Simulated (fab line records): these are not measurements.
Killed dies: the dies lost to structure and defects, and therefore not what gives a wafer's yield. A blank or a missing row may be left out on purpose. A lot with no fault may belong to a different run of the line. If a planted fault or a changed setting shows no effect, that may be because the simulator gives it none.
Lot-split experiment + flow n5 finfet + route with 1938 steps; 7 lots, 21 wafers read

== ON THE SPLIT ==
At N5_BEOL_M1_ETCH_64 (etches SOC in N2/H2, target depth 75 nm, overetch 15 nm, time 112.5 s), the setting bias w was moved away from the recipe's 150 W on 8 of the 21 wafers read, by -17.2% to +15.4%. This setting was run at the recipe's value on the other wafers.

The reading comes from the split's own step.

== THE READING ==
rf vpp V, in V, at N5_BEOL_M1_ETCH_64 (etches SOC in N2/H2, target depth 75 nm, overetch 15 nm, time 112.5 s). A value of 523.9 V with a standard deviation of 2.4 V is what fault-free wafers of this fab line usually give.

| wafer  | tool, chamber at the split | bias w as run, W | against the recipe | rf vpp V, V | against lot-mates on the recipe |
|--------|----------------------------|------------------|--------------------|-------------|---------------------------------|
| L076.1 | rie diel-03, 2             | 150              | recipe             | 524.6       | -                               |
| L076.3 | rie diel-03, 1             | 162.1            | +8.1%              | 552.4       | +27.8                           |
| L076.5 | rie diel-03, 1             | 162.1            | +8.1%              | 553.4       | +28.8                           |
| L080.1 | rie diel-02, 0             | 126.8            | -15.5%             | 470.4       | -49.2                           |
| L080.3 | rie diel-02, 1             | 126.8            | -15.5%             | 467.9       | -51.7                           |
| L080.6 | rie diel-02, 3             | 150              | recipe             | 519.6       | -                               |
| L081.3 | rie diel-03, 1             | 173.1            | +15.4%             | 576.6       | +50.7                           |
| L081.4 | rie diel-03, 2             | 150              | recipe             | 524.5       | -                               |
| L081.6 | rie diel-03, 1             | 150              | recipe             | 527.3       | -                               |
| L083.2 | rie diel-03, 3             | 150              | recipe             | 524.6       | -                               |
| L083.4 | rie diel-03, 3             | 124.2            | -17.2%             | 466.8       | -58.6                           |
| L083.5 | rie diel-03, 1             | 150              | recipe             | 526.1       | -                               |
| L095.1 | rie diel-01, 2             | 150              | recipe             | 523.1       | -                               |
| L095.3 | rie diel-01, 0             | 150              | recipe             | 523.5       | -                               |
| L095.4 | rie diel-01, 1             | 150              | recipe             | 526.9       | -                               |
| L096.2 | rie diel-02, 2             | 150              | recipe             | 522.1       | -                               |
| L096.4 | rie diel-02, 2             | 124.9            | -16.7%             | 465.1       | -57.1                           |
| L096.6 | rie diel-02, 0             | 150              | recipe             | 522.3       | -                               |
| L097.1 | rie diel-02, 2             | 127.7            | -14.9%             | 472.4       | -48.2                           |
| L097.3 | rie diel-02, 1             | 150              | recipe             | 518.9       | -                               |
| L097.6 | rie diel-02, 2             | 150              | recipe             | 522.3       | -                               |

FIT RESULTS
A straight line over all 21 wafers: rf vpp V changes by +3.47 V for each +1% of bias w; r = +1.00; the points scatter about the line by 2.2 V.
The same after taking each lot's own level away (the mean of its wafers on the recipe; 21 wafers): +3.34 V for each +1%; r = +1.00; scatter 1.3 V.
On that fit, the largest move of bias w shifts the reading by 57 V.
The span of the lots' own levels, 519.60 to 525.90 V, comes to 2.6 times the standard deviation stated above.
Hence the lot-to-lot level has little effect on the slope; both slopes agree.
Check: -57 V against its lot-mates is what the line predicts for one of the wafers moved furthest among these (-17.2%) when that wafer is left out of the fit. It came out at -58.6 V against them.
Tool readings at the split's step, against how far the setting was moved: rf vpp V r = +1.00.

== ADDITIONAL SPLITS CARRIED BY THESE WAFERS ==
Other splits were also applied to these wafers ahead of the reading. Each is held against what the fit with the lots' levels taken away leaves over:
| other split on the same wafers        | wafers away from the commonest value | r with rf vpp V (lot level and that fit taken away) |
|---------------------------------------|--------------------------------------|-----------------------------------------------------|
| N5_MOL_CONTACT_COAG_EXPOSE_81 dose mj | 12                                   | +0.01                                               |
| N5_BEOL_M0_SAQP_COAT_08 spin rpm      | 6                                    | +0.16                                               |
| N5_BEOL_M0_SAQP_EXPOSE_11 dose mj     | 5                                    | -0.01                                               |
| N5_BEOL_M0_CUTY_COAT_50 spin rpm      | 5                                    | +0.32                                               |

== THE WHOLE CHAIN: every reading that the file lists as answering this split, in the file's order ==
| step               | what it does                                                          | reading                                                                          | change (the file's fit)                | r (the file's) |
|--------------------|-----------------------------------------------------------------------|----------------------------------------------------------------------------------|----------------------------------------|----------------|
| N5_BEOL_M1_ETCH_64 | etches SOC in N2/H2, target depth 75 nm, overetch 15 nm, time 112.5 s | rf vpp V                                                                         | +3.34 V for each +1% of the setting    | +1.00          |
| N5_BEOL_M1_ETCH_64 | etches SOC in N2/H2, target depth 75 nm, overetch 15 nm, time 112.5 s | SiARC_of_BEOL_M1_COAT_62.thk nm (the simulator's own value, which no gauge read) | -0.0628 nm for each +1% of the setting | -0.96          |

== THE FILE'S OWN FIT ==
rf vpp V changes by +3.34 V for each +1% of bias w, r = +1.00.
